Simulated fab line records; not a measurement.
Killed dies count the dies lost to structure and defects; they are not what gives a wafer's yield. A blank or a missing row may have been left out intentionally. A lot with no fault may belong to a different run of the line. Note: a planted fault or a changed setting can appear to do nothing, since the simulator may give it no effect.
Chamber matching || flow n5 finfet || N5_BEOL_M11_CMP_52 on cmp-04: 4 sister chambers
The step polishes, stops on SiCOH lowk, t overpolish 7 s, target thk 140 nm. 8 wafers are shown with their chamber, then 8 later ones without.

## WAFERS PAIRED WITH THEIR CHAMBERS
{"wafer": "L084.1", "chamber": 2, "motor current A (A)": 5.9, "time to endpoint s (s)": 66.0}
{"wafer": "L085.1", "chamber": 1, "motor current A (A)": 5.9, "time to endpoint s (s)": 62.6}
{"wafer": "L085.2", "chamber": 2, "motor current A (A)": 6.3, "time to endpoint s (s)": 65.5}
{"wafer": "L085.6", "chamber": 3, "motor current A (A)": 5.8, "time to endpoint s (s)": 67.5}
{"wafer": "L090.2", "chamber": 1, "motor current A (A)": 5.7, "time to endpoint s (s)": 62.5}
{"wafer": "L090.3", "chamber": 0, "motor current A (A)": 7.1, "time to endpoint s (s)": 62.9}
{"wafer": "L090.4", "chamber": 3, "motor current A (A)": 6.0, "time to endpoint s (s)": 67.4}
{"wafer": "L089.1", "chamber": 0, "motor current A (A)": 7.1, "time to endpoint s (s)": 66.0}

## WAFERS WITH NO CHAMBER GIVEN
{"wafer": "L089.3", "motor current A (A)": 5.9, "time to endpoint s (s)": 70.4}
{"wafer": "L089.4", "motor current A (A)": 5.9, "time to endpoint s (s)": 71.2}
{"wafer": "L095.2", "motor current A (A)": 6.6, "time to endpoint s (s)": 68.6}
{"wafer": "L095.3", "motor current A (A)": 7.3, "time to endpoint s (s)": 64.1}
{"wafer": "L095.5", "motor current A (A)": 7.3, "time to endpoint s (s)": 63.8}
{"wafer": "L097.1", "motor current A (A)": 6.4, "time to endpoint s (s)": 68.0}
{"wafer": "L097.2", "motor current A (A)": 5.9, "time to endpoint s (s)": 62.1}
{"wafer": "L097.3", "motor current A (A)": 7.2, "time to endpoint s (s)": 64.5}

## WHICH CHAMBER EACH ONE RAN IN
{"wafer": "L089.3", "from the rows above": "can't be placed: 3 or 2", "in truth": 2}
{"wafer": "L089.4", "from the rows above": "can't be placed: 3 or 2", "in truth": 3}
{"wafer": "L095.2", "from the rows above": "can't be placed: 2 or 3 or 0", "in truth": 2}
{"wafer": "L095.3", "from the rows above": 0, "in truth": 0}
{"wafer": "L095.5", "from the rows above": 0, "in truth": 0}
{"wafer": "L097.1", "from the rows above": "can't be placed: 2 or 3", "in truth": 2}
{"wafer": "L097.2", "from the rows above": 1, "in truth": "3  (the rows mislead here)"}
{"wafer": "L097.3", "from the rows above": 0, "in truth": 0}
Placed correctly: 3 of 8. These rows do not allow placing 4 (true chamber among the candidates in 4). 1 placed wrongly.
How it was worked out, from the rows above alone: a wafer's distance from a chamber is the root of the sum, over the readings, of the square of ((its reading less the chamber's mean) divided by the reading's scatter). The wafer belongs to the nearest chamber; if the next one is less than 2 further off, it can't be placed. Each chamber's mean is taken over the wafers shown for it. The scatter: the root of (the sum of the squares of (reading less its chamber's mean) over the shown wafers, divided by (wafers less chambers)).
